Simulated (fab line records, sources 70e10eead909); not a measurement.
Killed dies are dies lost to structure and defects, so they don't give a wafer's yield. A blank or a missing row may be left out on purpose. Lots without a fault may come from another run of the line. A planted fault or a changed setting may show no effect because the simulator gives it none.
Chamber matching | flow nand_harc | NHARC_P_GATE_DESCUM_93 on rie_diel-04: 4 sister chambers
The step chemistry O2, time 3 s. 18 wafers are shown with their chamber, then 9 later ones without.

WAFERS WITH THEIR CHAMBER
wafer  | chamber | drypump_motor_current_A (A) | oes_product_au (a.u.) | rf_vpp_V (V)
L079.4 | 3       | 5.0                         | 1.007                 | 57.5
L079.5 | 2       | 5.6                         | 1.002                 | 58.3
L079.6 | 3       | 4.9                         | 0.998                 | 56.5
L082.2 | 0       | 5.6                         | 1.002                 | 57.1
L082.4 | 1       | 5.8                         | 1.002                 | 59.1
L082.6 | 2       | 5.6                         | 1.010                 | 55.1
L082.1 | 3       | 4.9                         | 1.003                 | 58.1
L082.3 | 2       | 5.6                         | 1.007                 | 56.9
L082.5 | 1       | 5.8                         | 1.009                 | 57.8
L083.3 | 3       | 4.9                         | 0.990                 | 58.0
L083.5 | 2       | 5.7                         | 1.001                 | 57.8
L083.6 | 1       | 5.9                         | 1.007                 | 58.1
L090.1 | 3       | 4.9                         | 0.995                 | 56.1
L090.2 | 0       | 5.6                         | 1.005                 | 58.4
L090.5 | 0       | 5.5                         | 0.996                 | 56.9
L089.2 | 1       | 5.9                         | 0.992                 | 58.3
L089.3 | 3       | 4.9                         | 0.990                 | 57.4
L089.6 | 1       | 5.9                         | 0.998                 | 57.2

SIGNATURES (means of the wafers above)
reading                 | chamber 0 | chamber 1 | chamber 2 | chamber 3 | scatter within a chamber
drypump_motor_current_A | 5.567     | 5.860     | 5.625     | 4.917     | 0.0496
oes_product_au          | 1.00100   | 1.00160   | 1.00500   | 0.99717   | 0.00612
rf_vpp_V                | 57.467    | 58.100    | 57.025    | 57.267    | 0.944
Rule: a wafer's distance from a chamber is the root of the sum, over the readings, of the square of ((its reading less the chamber's mean) divided by the reading's scatter). The wafer belongs to the nearest chamber; if the next one is less than 2 further off, it can't be placed. The scatter: the root of (the sum of the squares of (reading less its chamber's mean) over the shown wafers, divided by (wafers less chambers)).

WAFERS WITHOUT THEIR CHAMBER
wafer  | drypump_motor_current_A (A) | oes_product_au (a.u.) | rf_vpp_V (V)
L092.2 | 4.9                         | 0.997                 | 58.9
L092.5 | 5.6                         | 1.008                 | 57.7
L092.6 | 5.8                         | 1.003                 | 58.6
L095.1 | 5.6                         | 0.994                 | 56.6
L095.2 | 5.6                         | 1.007                 | 56.5
L095.6 | 5.6                         | 1.004                 | 57.5
L097.3 | 4.9                         | 1.009                 | 57.2
L097.4 | 5.9                         | 1.005                 | 58.8
L097.6 | 5.6                         | 1.021                 | 59.9

WHICH CHAMBER EACH WENT THROUGH
wafer  | from the rows above     | in truth
L092.2 | 3                       | 3
L092.5 | can't be placed: 2 or 0 | 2
L092.6 | 1                       | 1
L095.1 | can't be placed: 0 or 2 | 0
L095.2 | can't be placed: 2 or 0 | 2
L095.6 | can't be placed: 2 or 0 | 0
L097.3 | 3                       | 3
L097.4 | 1                       | 1
L097.6 | can't be placed: 2 or 0 | 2
Placed correctly: 4 of 9. Can't be placed from these rows: 5 (the true chamber is among the candidates in 5). Placed wrongly: 0.
